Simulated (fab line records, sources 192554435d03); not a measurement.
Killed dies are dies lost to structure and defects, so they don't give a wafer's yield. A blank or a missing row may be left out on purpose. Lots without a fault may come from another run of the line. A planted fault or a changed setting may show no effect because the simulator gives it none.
fab line records | flow n5_finfet
record lots=7 wafers=21 last_day=16
route steps=1938 shown FIN_SAQP@122 PASSIVATION@1936
lots that met no fault: from a run of the same line without faults
start_h: hours from the record's first day to the start of the lot's first wafer shown | wait_h: hours since the lot's step before | " the same as in the row above | L1.1+2: a row that stands for several wafers | - no value, or no start given | * or withheld: withheld | < > ~ a bound
route shown NAME@n: a module of which the file shows steps, and the number in the route of the first | usual: mean/standard deviation of fault-free wafers | same: alike in all rows | chamber/n: place in a boat | sites: the reading at each site | _std_site: their standard deviation | _edge_site: outer sites' mean less inner sites' | radius_mm: how far each site lies from the wafer's centre | mask NAME#n: copy n | behind: the tool/chamber that last shaped the wafer | hold: why the lot was held/for how many hours/how that ended | device: the transistor (n, p or np) that didn't switch | end of line: the same wafers' tests at the end of the route | a step without rows: its recipe alone | killed: dies lost to structure and defects at the first sort, not the wafer's yield | map: a wafer's dies, x killed, . not, _ none there
set.NAME: the setting as run; set.NAME@STEP: as run at that earlier step | model.NAME: the simulator's own value behind a step, which no gauge read
lots at some steps of the route; a table a step, a row a wafer
services: from which hour (start_h, from the record's first day; less than 0 if before it) a tool's chamber was out of use, for how many hours, and why
## steps
# step N5_FIN_SAQP_STRIP_23
# recipe chemistry=SPM time_s=750 temp_c=130 h2so4_h2o2_vol_ratio=4
# step N5_FIN_SAQP_SRD_66
# recipe dry=ipa_marangoni time_s=30 temp_c=23 rinse_liquid=diw
# step N5_FIN_SAQP_RECESS_75
# recipe chemistry=HF/NH3 target=SiO2 target_depth_a=144 afs_cycles=3 temp_c=30 sublimation_temp_c=180 sublimation_time_s=60
# step N5_FIN_SAQP_SPACER1_ALD_24
# recipe material=SiO2 target_thk_a=203 temp_c=300 ald_precursor_family=BDEAS ald_co_reactant=O2-plasma pulse_time_s=1 purge_time_s=2 co_reactant_purge_time_s=2 ald_cycles=218 pressure_torr=2
# usual heater_power_w=478/48 precursor_pulse_height_rel=0.999/0.022
# same ald_cycles=218
# columns lot.wafer tool chamber start_h wait_h heater_power_w precursor_pulse_height_rel
L633.2 ald_sin-02 0 23.30 0.3 407 1.015
L633.4 " 3 " " 412 0.981
L633.5 " 2 " " 469 0.996
L635.1 ald_sin-02 1 36.41 0.3 477 1.003
L635.4 " 2 " " 471 0.984
L635.5 " 1 " " 462 1.008
L641.1 ald_sin-03 0 71.68 0.3 478 1.021
L641.4 " 3 " " 569 0.964
L641.5 " 1 " " 466 0.972
L643.4 ald_sin-03 2 83.43 0.1 504 0.992
L643.5 " 2 " " 511 0.968
L643.6 " 3 " " 565 1.007
L644.1 ald_sin-02 1 91.46 2.0 472 0.985
L644.5 " 0 " " 413 1.040
L644.6 " 1 " " 482 1.038
L649.1 ald_sin-02 1 119.37 0.3 491 0.971
L649.3 " 3 " " 403 0.988
L649.4 " 0 " " 410 1.008
L651.2 ald_sin-02 0 130.47 0.3 410 1.008
L651.3 " 3 " " 421 0.978
L651.5 " 0 " " 416 1.001
# step N5_FIN_SAQP_SPACER1_ETCHBACK_25
# recipe chemistry=CHF3/O2 mode=anisotropic_etchback target=SiO2 target_depth_a=244 time_s=12.2 pressure_mtorr=30 source_w=650 bias_w=170 Ar_flow_sccm=200 CHF3_flow_sccm=50 O2_flow_sccm=5 ion_energy_ev=200
# usual drypump_motor_current_A=5.5/0.53 oes_ar_750_au=0.80/0.098 oes_product_au=0.80/0.1 rf_vpp_V=522/5 showerhead_plenum_p_Torr=2.41/0.064 throttle_valve_pct=18.87/0.22
# columns lot.wafer tool chamber start_h wait_h drypump_motor_current_A oes_ar_750_au oes_product_au rf_hours_counter_h rf_vpp_V showerhead_plenum_p_Torr throttle_valve_pct
L633.2 rie_diel-02 1 24.02 0.4 6.7 0.70 0.69 224 515 2.37 19.01
L633.4 " 0 " " 5.0 0.70 0.70 198 516 2.31 19.12
L633.5 " 3 " " 5.9 0.68 0.68 - 521 2.27 18.97
L635.1 rie_diel-02 1 37.12 0.4 6.7 0.69 0.68 230 516 2.37 19.02
L635.4 " 1 " " 6.7 0.69 0.68 - 516 2.37 19.02
L635.5 " 2 " " 4.9 0.85 0.85 - 520 2.44 18.94
L641.1 rie_diel-04 1 72.40 0.4 5.5 0.74 0.75 165 519 2.40 18.92
L641.4 " 2 " " 5.2 0.98 0.98 10 523 2.47 18.59
L641.5 " 2 " " 5.2 0.97 0.98 - 524 2.47 18.58
L643.4 rie_diel-06 0 84.14 0.4 5.8 0.74 0.74 171 522 2.41 18.85
L643.5 " 0 " " 5.8 0.74 0.74 - 522 2.41 18.85
L643.6 " 1 " " 5.3 0.68 0.67 - 525 2.47 19.24
L644.1 rie_diel-06 1 92.17 0.4 5.3 0.68 0.67 245 525 2.47 19.26
L644.5 " 3 " " 5.0 0.74 0.73 - 518 2.39 19.01
L644.6 " 0 " " 5.8 0.74 0.73 - 522 2.40 18.85
L649.1 rie_diel-04 3 120.14 0.4 5.5 0.81 0.82 92 528 2.44 18.89
L649.3 " 1 " " 5.5 0.74 0.74 180 520 2.39 18.96
L649.4 " 2 " " 5.1 0.94 0.95 23 524 2.46 18.61
L651.2 rie_diel-06 3 131.22 0.4 5.0 0.74 0.72 207 517 2.38 19.02
L651.3 " 1 " " 5.3 0.96 0.96 1 524 2.47 18.81
L651.5 " 0 " " 5.8 0.73 0.72 - 521 2.40 18.88
# step N5_FIN_SAQP_MANDREL1_REMOVE_56
# recipe chemistry=HBr/Cl2/O2 bt_time_s=10 target=a-Si stop_on=SiNx endpoint=OES-SiCl over_etch_frac=1 icp_w=600 bias_w=22 HBr_flow_sccm=150 Cl2_flow_sccm=80 O2_flow_sccm=5 pressure_mtorr=10
# step N5_FIN_SAQP_CD_MEAS_27
# recipe target_cd_nm=20 landing_energy_ev=1000 detector=se_inlens polarity=line
# usual cd_nm=20.31/0.23
# columns lot.wafer tool chamber start_h wait_h cd_nm
L633.2 cd_sem-01 0 24.22 0.1 20.63
L633.4 " 0 " " 20.35
L633.5 " 0 " " 20.70
L635.1 cd_sem-02 0 37.32 0.1 20.10
L635.4 " 0 " " 19.95
L635.5 " 0 " " 20.33
L641.1 cd_sem-02 0 72.59 0.1 20.19
L641.4 " 0 " " 19.98
L641.5 " 0 " " 20.12
L643.4 cd_sem-01 0 84.35 0.1 20.31
L643.5 " 0 " " 20.60
L643.6 " 0 " " 20.23
L644.1 cd_sem-03 0 92.37 0.1 20.45
L644.5 " 0 " " 20.35
L644.6 " 0 " " 20.22
L649.1 cd_sem-01 0 120.34 0.1 20.84
L649.3 " 0 " " 20.16
L649.4 " 0 " " 20.37
L651.2 cd_sem-01 0 131.43 0.1 20.13
L651.3 " 0 " " 20.07
L651.5 " 0 " " 19.90
# step N5_FIN_SAQP_ETCH_57
# recipe chemistry=CH3F/O2 target=SiNx mask_material=SiO2 target_depth_a=325 time_s=46.4 pressure_mtorr=30 source_w=395 bias_w=73 Ar_flow_sccm=150 CH3F_flow_sccm=30 O2_flow_sccm=20 ion_energy_ev=120 ends=cleared
# usual drypump_motor_current_A=5.5/0.53 etch_rf_on_time_s=46.1/0.9 oes_ar_750_au=0.80/0.092 oes_product_au=0.68/0.083 rf_fwd_power_W=389.2/2.3 rf_vpp_V=296/3.1 showerhead_plenum_p_Torr=2.00/0.05 throttle_valve_pct=16.32/0.23
# columns lot.wafer tool chamber start_h wait_h drypump_motor_current_A etch_rf_on_time_s oes_ar_750_au oes_product_au rf_fwd_power_W rf_hours_counter_h rf_vpp_V showerhead_plenum_p_Torr throttle_valve_pct
L633.2 rie_diel-04 3 24.26 0.0 5.5 44.6 0.85 0.73 382.9 56 301 2.04 16.26
L633.4 " 3 " " 5.5 45.7 0.86 0.74 382.9 - 300 2.04 16.26
L633.5 " 1 " " 5.5 46.1 0.76 0.64 391.4 - 294 2.00 16.35
L635.1 rie_diel-02 0 37.37 0.0 5.0 46.5 0.70 0.59 390.5 203 292 1.91 16.58
L635.4 " 0 " " 5.0 47.2 0.70 0.60 392.8 - 292 1.91 16.58
L635.5 " 2 " " 5.0 45.9 0.86 0.74 389.5 - 297 2.02 16.34
L641.1 rie_diel-06 3 72.65 0.0 5.0 46.0 0.75 0.64 390.0 185 294 1.99 16.46
L641.4 " 0 " " 5.8 46.5 0.74 0.64 389.8 166 296 2.00 16.30
L641.5 " 0 " " 5.8 45.9 0.74 0.63 388.7 - 294 2.00 16.30
L643.4 rie_diel-06 0 84.39 0.0 5.8 45.9 0.74 0.64 388.8 171 295 2.00 16.33
L643.5 " 3 " " 5.0 47.1 0.75 0.63 390.8 - 295 1.99 16.48
L643.6 " 0 " " 5.8 46.2 0.74 0.63 389.1 - 295 2.00 16.32
L644.1 rie_diel-02 3 92.42 0.0 5.9 44.9 0.95 0.82 388.6 10 302 2.13 16.00
L644.5 " 2 " " 4.9 45.8 0.83 0.71 390.1 - 296 2.02 16.39
L644.6 " 3 " " 5.9 45.0 0.95 0.82 387.6 - 300 2.13 15.98
L649.1 rie_diel-04 3 120.39 0.0 5.5 45.5 0.81 0.71 383.8 92 301 2.03 16.32
L649.3 " 1 " " 5.5 46.5 0.73 0.62 389.2 180 295 1.98 16.43
L649.4 " 2 " " 5.1 45.0 0.94 0.82 388.8 23 297 2.05 16.00
L651.2 rie_diel-06 2 131.47 0.0 6.1 46.1 0.88 0.75 387.4 25 297 1.96 16.21
L651.3 " 3 " " 4.9 47.2 0.74 0.62 387.8 208 293 1.98 16.50
L651.5 " 3 " " 5.0 47.8 0.73 0.62 388.7 - 294 1.98 16.50
# step N5_FIN_SAQP_ETCH_65
# recipe chemistry=CF4 target=SiO2 target_depth_a=40 ion_energy_ev=350 time_s=4.4 pressure_mtorr=10 icp_w=800 bias_w=400 cf4_flow_sccm=80
# step N5_FIN_SAQP_MANDREL_ETCH_58
# recipe chemistry=HBr/Cl2 target=a-Si target_depth_a=450 bt_time_s=10 stop_on=SiNx mask_material=SiO2 over_etch_frac=0.8 time_s=27 pressure_mtorr=10 icp_w=800 bias_w=75 HBr_flow_sccm=150 Cl2_flow_sccm=80 ends=end_point
# usual drypump_motor_current_A=5.6/0.45 oes_product_au=0.704/0.012 rf_fwd_power_W=794.0/2.8 throttle_valve_pct=35.46/0.22
# columns lot.wafer tool chamber start_h wait_h drypump_motor_current_A oes_product_au rf_fwd_power_W rf_hours_counter_h throttle_valve_pct
L633.2 rie_si-03 3 24.41 0.0 4.8 0.706 795.8 103 35.51
L633.4 " 2 " " 5.8 0.695 792.7 26 35.58
L633.5 " 0 " " 5.8 0.713 787.2 - 35.57
L635.1 rie_si-01 1 37.51 0.0 6.3 0.706 795.7 131 35.84
L635.4 " 0 " " 5.4 0.703 793.7 96 35.07
L635.5 " 0 " " 5.4 0.698 796.3 - 35.07
L641.1 rie_si-03 3 72.79 0.0 4.8 0.696 788.7 104 35.52
L641.4 " 2 " " 5.7 0.683 794.8 27 35.58
L641.5 " 1 " " 5.9 0.691 796.6 - 35.07
L643.4 rie_si-04 1 84.53 0.0 5.6 0.707 792.8 49 35.31
L643.5 " 2 " " 5.6 0.714 796.0 - 35.33
L643.6 " 1 " " 5.6 0.722 794.9 - 35.29
L644.1 rie_si-04 1 92.56 0.0 5.6 0.709 794.9 49 35.29
L644.5 " 1 " " 5.6 0.725 793.1 - 35.29
L644.6 " 2 " " 5.6 0.715 799.0 - 35.33
L649.1 rie_si-04 3 120.53 0.0 5.2 0.706 794.6 27 35.75
L649.3 " 2 " " 5.6 0.705 797.6 142 35.36
L649.4 " 0 " " 5.2 0.714 794.8 38 35.47
L651.2 rie_si-04 1 131.61 0.0 5.6 0.702 792.3 50 35.31
L651.3 " 3 " " 5.2 0.699 794.2 27 35.76
L651.5 " 2 " " 5.6 0.713 796.1 - 35.33
# step N5_FIN_SAQP_RECESS_63
# recipe chemistry=HF/NH3 target=SiO2 target_depth_a=180 afs_cycles=3 temp_c=30 sublimation_temp_c=180 sublimation_time_s=60
# step N5_FIN_SAQP_COAT_68
# recipe resist=SOC temp_c=250 time_s=60 spin_rpm=1500 resist_thk_nm=100
# step N5_FIN_SAQP_ETCH_69
# recipe chemistry=N2/H2 target=SOC target_depth_a=1500 stop_on=SiNx ion_energy_ev=100 bias_w=61 pressure_mtorr=30 source_w=850 n2_flow_sccm=200 h2_flow_sccm=200
# usual drypump_motor_current_A=5.6/0.48 oes_product_au=0.81/0.096 rf_fwd_power_W=844/3.3 rf_vpp_V=241.0/1.2 showerhead_plenum_p_Torr=2.56/0.06 throttle_valve_pct=17.73/0.28
# columns lot.wafer tool chamber start_h wait_h drypump_motor_current_A oes_product_au rf_fwd_power_W rf_hours_counter_h rf_vpp_V showerhead_plenum_p_Torr throttle_valve_pct
L633.2 rie_diel-04 2 25.16 - 5.1 0.66 845 258 240.5 2.59 17.86
L633.4 " 1 " " 5.5 0.75 846 - 240.7 2.54 17.93
L633.5 " 3 " " 5.5 0.85 841 - 241.6 2.58 17.76
L635.1 rie_diel-06 1 38.04 - 5.3 0.68 847 226 242.2 2.62 18.11
L635.4 " 2 " " 6.1 0.66 843 249 239.8 2.50 18.09
L635.5 " 0 " " 5.8 0.75 842 - 241.2 2.54 17.75
L641.1 rie_diel-04 3 73.31 - 5.5 0.82 844 74 241.0 2.57 17.79
L641.4 " 0 " " 6.3 0.89 1356 18 204.0 2.60 17.21
L641.5 " 3 " " 5.5 0.83 834 - 239.9 2.57 17.77
L643.4 rie_diel-04 2 85.12 - 5.1 0.95 844 13 241.9 2.59 17.46
L643.5 " 0 " " 6.2 0.89 1348 - 205.2 2.60 17.23
L643.6 " 3 " " 5.5 0.81 838 - 241.2 2.57 17.80
L644.1 rie_diel-04 2 93.16 - 5.1 0.94 844 16 240.2 2.59 17.46
L644.5 " 1 " " 5.5 0.74 846 - 239.3 2.53 17.97
L644.6 " 0 " " 6.3 0.88 1350 - 206.0 2.60 17.21
L649.1 rie_diel-06 0 121.06 - 5.8 0.72 844 183 240.3 2.53 17.82
L649.3 " 2 " " 6.1 0.88 844 21 239.8 2.49 17.71
L649.4 " 3 " " 5.0 0.72 851 - 240.7 2.53 18.06
L651.2 rie_diel-06 1 132.44 - 5.3 0.94 843 2 240.4 2.61 17.70
L651.3 " 2 " " 6.1 0.87 849 26 239.8 2.49 17.71
L651.5 " 2 " " 6.1 0.87 846 - 239.5 2.49 17.73
# step N5_FIN_SAQP_ETCH_67
# recipe chemistry=CH3F/O2 target=SiNx target_depth_a=300 mask_material=SOC pressure_mtorr=30 source_w=395 bias_w=73 Ar_flow_sccm=150 CH3F_flow_sccm=30 O2_flow_sccm=20 ion_energy_ev=120
# usual drypump_motor_current_A=5.6/0.48 oes_ar_750_au=0.82/0.094 oes_product_au=0.83/0.1 rf_fwd_power_W=390.6/2 rf_vpp_V=297/3.1 showerhead_plenum_p_Torr=2.02/0.048 throttle_valve_pct=16.26/0.25
# columns lot.wafer tool chamber start_h wait_h drypump_motor_current_A oes_ar_750_au oes_product_au rf_fwd_power_W rf_hours_counter_h rf_vpp_V showerhead_plenum_p_Torr throttle_valve_pct
L633.2 rie_diel-04 2 25.22 0.0 5.2 0.68 0.67 393.6 258 298 2.05 16.48
L633.4 " 1 " " 5.5 0.76 0.77 391.5 - 295 1.99 16.37
L633.5 " 3 " " 5.5 0.85 0.86 386.3 - 301 2.04 16.27
L635.1 rie_diel-06 1 38.10 0.0 5.3 0.68 0.69 389.1 226 297 2.06 16.70
L635.4 " 2 " " 6.1 0.67 0.66 393.0 249 297 1.97 16.66
L635.5 " 0 " " 5.8 0.76 0.74 393.4 - 295 2.00 16.30
L641.1 rie_diel-04 3 73.37 0.0 5.5 0.82 0.84 387.4 74 300 2.03 16.29
L641.4 " 0 " " 6.3 0.89 0.90 389.6 18 301 2.05 15.83
L641.5 " 3 " " 5.5 0.83 0.83 388.7 - 298 2.03 16.32
L643.4 rie_diel-04 2 85.18 0.0 5.1 0.96 0.97 391.9 14 297 2.05 16.02
L643.5 " 0 " " 6.3 0.89 0.89 390.1 - 301 2.05 15.86
L643.6 " 3 " " 5.5 0.82 0.83 385.7 - 301 2.03 16.30
L644.1 rie_diel-04 2 93.22 0.0 5.2 0.95 0.96 391.2 16 297 2.05 16.03
L644.5 " 1 " " 5.5 0.75 0.73 390.4 - 294 1.99 16.41
L644.6 " 0 " " 6.2 0.88 0.88 388.0 - 301 2.05 15.84
L649.1 rie_diel-06 0 121.12 0.0 5.8 0.73 0.72 392.2 183 295 1.99 16.35
L649.3 " 2 " " 6.1 0.88 0.88 392.5 21 296 1.96 16.23
L649.4 " 3 " " 5.0 0.73 0.73 391.2 - 293 1.98 16.51
L651.2 rie_diel-06 1 132.50 0.0 5.3 0.95 0.95 391.2 2 299 2.05 16.27
L651.3 " 2 " " 6.1 0.87 0.88 392.7 26 295 1.96 16.25
L651.5 " 2 " " 6.1 0.87 0.89 394.2 - 297 1.96 16.21
# step N5_PASSIVATION_PROBE_49
# usual killed_at_M0_to_M3=33/8.9 killed_at_M4_up=15/5.4 killed_at_contacts=13/5.8 killed_at_front_end=39/9.9 killed_at_other=3.2/2.9 killed_dies=102/15 killed_open=68/12 killed_short=34/7.6
# same gross_dies=1180 killed_at_back_side=0
# columns lot.wafer tool chamber start_h wait_h killed_at_M0_to_M3 killed_at_M4_up killed_at_contacts killed_at_front_end killed_at_other killed_dies killed_open killed_short
L633.2 prober-01 - 263.06 0.1 48 19 12 25 6 110 84 26
L633.4 prober-01 - 263.16 0.2 34 16 4 24 3 81 55 26
L633.5 prober-01 - 263.21 0.2 29 12 12 34 2 89 60 29
L641.1 prober-01 - 324.70 0.0 50 21 14 29 0 114 81 32
L641.4 prober-01 - 324.85 0.2 38 25 11 24 2 100 77 22
L641.5 prober-01 - 324.90 0.2 28 16 11 24 2 81 52 29
L643.4 prober-01 - 335.24 0.2 27 16 9 45 5 102 58 44
L643.5 prober-01 - 335.29 0.2 28 9 8 43 3 91 59 32
L643.6 prober-01 - 335.34 0.3 26 17 8 45 13 109 73 34
L644.1 prober-01 - 336.65 0.0 24 23 10 34 2 93 53 38
L644.5 prober-01 - 336.85 0.2 25 18 6 28 9 86 51 34
L644.6 prober-01 - 336.90 0.3 31 20 8 44 2 105 70 35
# killed by level:class
L633.2 BEOL_M0_SAQP:geometric_particle:open=20 BEOL_M4:geometric_particle:open=13 MOL_CONTACT_COAG:geometric_particle:open=10 BEOL_M0_SAQP:geometric_particle:short=9 BEOL_M2:geometric_particle:open=6 FIN_SAQP:geometric_particle:open=5 FIN_SAQP:geometric_particle:short=5 STI_FIN_REVEAL:geometric_particle:open=4
L633.4 BEOL_M0_SAQP:geometric_particle:short=11 BEOL_M4:geometric_particle:open=8 BEOL_M2:geometric_particle:open=8 FIN_SAQP:geometric_particle:open=6 FIN_SAQP:geometric_particle:short=5 STI_FIN_REVEAL:geometric_particle:open=5 BEOL_M0_SAQP:geometric_particle:open=5 MOL_CONTACT_COAG:geometric_particle:open=4
L633.5 FIN_SAQP:geometric_particle:open=11 MOL_CONTACT_COAG:geometric_particle:open=9 BEOL_M0_SAQP:geometric_particle:open=8 BEOL_M3:geometric_particle:open=6 STI_FIN_REVEAL:geometric_particle:open=6 BEOL_M4:geometric_particle:open=6 BEOL_M0_SAQP:geometric_particle:short=6 FIN_SAQP:geometric_particle:short=5
L641.1 BEOL_M0_SAQP:geometric_particle:open=17 MOL_CONTACT_COAG:geometric_particle:open=14 STI_FIN_REVEAL:geometric_particle:open=11 BEOL_M3:geometric_particle:open=11 BEOL_M0_SAQP:geometric_particle:short=9 BEOL_M4:geometric_particle:open=7 BEOL_M1:geometric_particle:open=5 FIN_CUT:geometric_particle:short=4
L641.4 MOL_CONTACT_COAG:geometric_particle:open=10 BEOL_M4:geometric_particle:open=10 BEOL_M0_SAQP:geometric_particle:short=8 BEOL_M0_SAQP:geometric_particle:open=8 BEOL_M2:geometric_particle:open=8 BEOL_M0:geometric_particle:open=5 STARTING-WAFER:geometric_particle:open=5 FIN_SAQP:geometric_particle:open=4
L641.5 BEOL_M1:geometric_particle:open=10 MOL_CONTACT_COAG:geometric_particle:open=8 DUMMY_GATE:geometric_particle:open=7 STI_FIN_REVEAL:geometric_particle:open=5 BEOL_M4:geometric_particle:short=5 BEOL_M0_SAQP:geometric_particle:short=4 BEOL_M2:geometric_particle:open=4 STARTING-WAFER:geometric_particle:open=4
L643.4 FIN_SAQP:geometric_particle:open=10 STI_FIN_REVEAL:geometric_particle:open=9 FIN_SAQP:geometric_particle:short=8 MOL_CONTACT_COAG:geometric_particle:open=8 BEOL_M4:geometric_particle:open=8 BEOL_M0_SAQP:geometric_particle:short=7 BEOL_M0_SAQP:geometric_particle:open=5 BEOL_M2:geometric_particle:short=4
L643.5 FIN_SAQP:geometric_particle:open=11 STI_FIN_REVEAL:geometric_particle:open=11 MOL_CONTACT_COAG:geometric_particle:open=7 BEOL_M0_SAQP:geometric_particle:open=7 BEOL_M0_SAQP:geometric_particle:short=6 STI_FIN_REVEAL:geometric_particle:short=5 BEOL_M2:geometric_particle:open=4 FIN_SAQP:geometric_particle:short=3
L643.6 STI_FIN_REVEAL:geometric_particle:open=17 BEOL_M4:geometric_particle:open=11 MOL_CONTACT_COAG:geometric_particle:open=7 FIN_SAQP:geometric_particle:open=6 BEOL_M1:geometric_particle:open=6 FIN_SAQP:geometric_particle:short=4 STI_FIN_REVEAL:geometric_particle:short=4 BEOL_M0_SAQP:geometric_particle:short=4
L644.1 FIN_SAQP:geometric_particle:short=12 BEOL_M4:geometric_particle:open=12 MOL_CONTACT_COAG:geometric_particle:open=8 BEOL_M3:geometric_particle:open=8 STARTING-WAFER:geometric_particle:short=5 BEOL_M0_SAQP:geometric_particle:open=4 BEOL_M4:geometric_particle:short=4 STI_FIN_REVEAL:geometric_particle:open=3
L644.5 FIN_SAQP:geometric_particle:short=8 MOL_CONTACT_COAG:geometric_particle:open=6 BEOL_M4:geometric_particle:open=6 FIN_SAQP:geometric_particle:open=5 BEOL_M1:geometric_particle:open=5 BEOL_M5:geometric_particle:open=5 BEOL_M2:geometric_particle:open=4 BEOL_M0_SAQP:geometric_particle:open=4
L644.6 BEOL_M4:geometric_particle:open=12 DUMMY_GATE:geometric_particle:open=10 BEOL_M3:geometric_particle:open=9 FIN_SAQP:geometric_particle:short=7 GATE_CUT:geometric_particle:open=6 MOL_CONTACT_COAG:geometric_particle:open=6 BEOL_M2:geometric_particle:open=6 BEOL_M0_SAQP:geometric_particle:short=4
## services
# columns tool chamber start_h hours kind
ald_sin-03 - -0.01 2.0 repair
ald_sin-02 - 4.32 2.8 pm
rie_diel-04 0 8.46 - clean
rie_diel-04 0 8.46 - consumable_replace:focus_ring
rie_diel-04 0 8.46 19.1 scheduled_down
rie_diel-04 0 8.46 19.1 vent_cycle
rie_diel-02 - 21.43 1.6 repair
rie_diel-04 2 27.59 - clean
rie_diel-04 2 27.59 - consumable_replace:focus_ring
rie_diel-04 2 27.59 16.1 scheduled_down
rie_diel-04 2 27.59 16.1 vent_cycle
rie_diel-02 3 29.96 10.2 repair
ald_sin-03 0 30.98 4.2 repair
rie_si-03 - 32.69 2.8 pm
rie_diel-06 2 42.32 - clean
rie_diel-06 2 42.32 - consumable_replace:focus_ring
rie_si-03 0 51.45 1.3 repair
rie_si-03 - 54.70 14.6 pm
rie_si-04 - 56.83 10.6 repair
rie_diel-06 - 60.80 0.3 repair
ald_sin-02 3 84.38 4.8 repair
ald_sin-03 - 87.07 14.0 pm
rie_diel-04 1 107.47 3.4 repair
ald_sin-02 3 122.06 3.6 repair
## key
first_sign step=N5_FIN_SAQP_ETCH_69 reading=rf_fwd_power_W direction=up sigmas=99+ usual=* struck=*
effect step=N5_FIN_SAQP_ETCH_69 reading=rf_vpp_V direction=down sigmas=31 usual=241.0 struck=205.1
met_at N5_FIN_SAQP_ETCH_69
struck_wafers L641.4,L643.5,L644.6
tester_left_out L641,L643,L644
fault kind=process_parameter_drift tool=rie_diel-04 chamber=0 onset_h=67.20 steps=N5_FIN_SAQP_ETCH_69 channel=source_w offset=510 shape=step end_h=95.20 acts_in=these_recipes_only stated=850
# tester_left_out: of these lots the tester's yield and bins aren't shown, on N5 and GAA mostly nor the transistor test; their killed dies are dies lost to structure and defects alone, not to doping, threshold or leakage, so they don't give the yield
